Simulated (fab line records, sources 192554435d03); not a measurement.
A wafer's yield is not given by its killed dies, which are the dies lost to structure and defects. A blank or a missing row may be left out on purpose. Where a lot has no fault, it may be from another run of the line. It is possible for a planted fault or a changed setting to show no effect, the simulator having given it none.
Matching of chambers | flow n5_finfet | N5_BEOL_M3_CMP_52 on cmp-02: 4 sister chambers
The step polishes, stops on SiOC, t overpolish 6.8 s, target thk 40 nm. 16 wafers are shown with their chamber, then 8 later ones without.

== WAFERS PAIRED WITH THEIR CHAMBERS ==
wafer  | chamber | motor_current_A (A) | time_to_endpoint_s (s) | barrier_field_endpoint_s (s)
L899.2 | 3       | 6.4                 | 60                     | 24.9
L899.4 | 0       | 6.1                 | 66                     | 25.5
L899.6 | 3       | 6.4                 | 66                     | 25.7
L900.1 | 3       | 6.3                 | 66                     | 25.8
L900.3 | 1       | 5.9                 | 60                     | 24.5
L900.5 | 0       | 6.0                 | 66                     | 25.8
L901.1 | 1       | 6.2                 | 59                     | 25.0
L901.2 | 0       | 6.0                 | 63                     | 25.3
L901.4 | 2       | 5.9                 | 62                     | 25.9
L904.3 | 3       | 6.3                 | 63                     | 24.8
L904.4 | 1       | 6.5                 | 60                     | 24.3
L904.6 | 3       | 6.2                 | 64                     | 25.7
L905.1 | 0       | 6.2                 | 61                     | 24.4
L905.2 | 1       | 6.3                 | 57                     | 23.3
L905.5 | 0       | 6.2                 | 63                     | 25.1
L906.4 | 2       | 5.7                 | 61                     | 25.0

SIGNATURES, as means of the wafers listed above
reading                  | chamber 0 | chamber 1 | chamber 2 | chamber 3 | scatter within a chamber
motor_current_A          | 6.100     | 6.225     | 5.800     | 6.320     | 0.152
time_to_endpoint_s       | 63.80     | 59.00     | 61.50     | 63.80     | 2.04
barrier_field_endpoint_s | 25.220    | 24.275    | 25.450    | 25.380    | 0.577
Rule: a wafer lies at a distance from a chamber equal to the root of the sum of squares, over the readings, of (its reading less the chamber's mean, divided by the reading's scatter). If the next closest chamber is less than 2 further off than the closest, the wafer can't be placed; otherwise it belongs to the closest. The scatter: the root of (the sum of the squares of (reading less its chamber's mean) over the shown wafers, divided by (wafers less chambers)).

== WAFERS MISSING THEIR CHAMBER ==
wafer  | motor_current_A (A) | time_to_endpoint_s (s) | barrier_field_endpoint_s (s)
L906.5 | 6.2                 | 65                     | 25.5
L906.6 | 6.7                 | 62                     | 25.3
L907.2 | 6.0                 | 60                     | 24.7
L907.3 | 6.5                 | 60                     | 23.8
L907.4 | 5.8                 | 61                     | 25.2
L910.1 | 6.0                 | 61                     | 24.6
L910.3 | 6.1                 | 63                     | 25.6
L910.5 | 6.1                 | 67                     | 26.2

== WHICH CHAMBER EACH ONE RAN IN ==
wafer  | from the rows above               | in truth
L906.5 | can't be placed: 3 or 0           | 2
L906.6 | can't be placed: 3 or 1 or 0      | 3
L907.2 | can't be placed: 1 or 2 or 0 or 3 | 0
L907.3 | can't be placed: 1 or 3           | 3
L907.4 | can't be placed: 2 or 0           | 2
L910.1 | can't be placed: 0 or 1 or 2 or 3 | 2
L910.3 | can't be placed: 0 or 3 or 2      | 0
L910.5 | can't be placed: 0 or 3 or 2      | 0
0 of 8 placed correctly. Not placeable from these rows: 8 (in 7, the candidates include the true chamber). 0 placed wrongly.
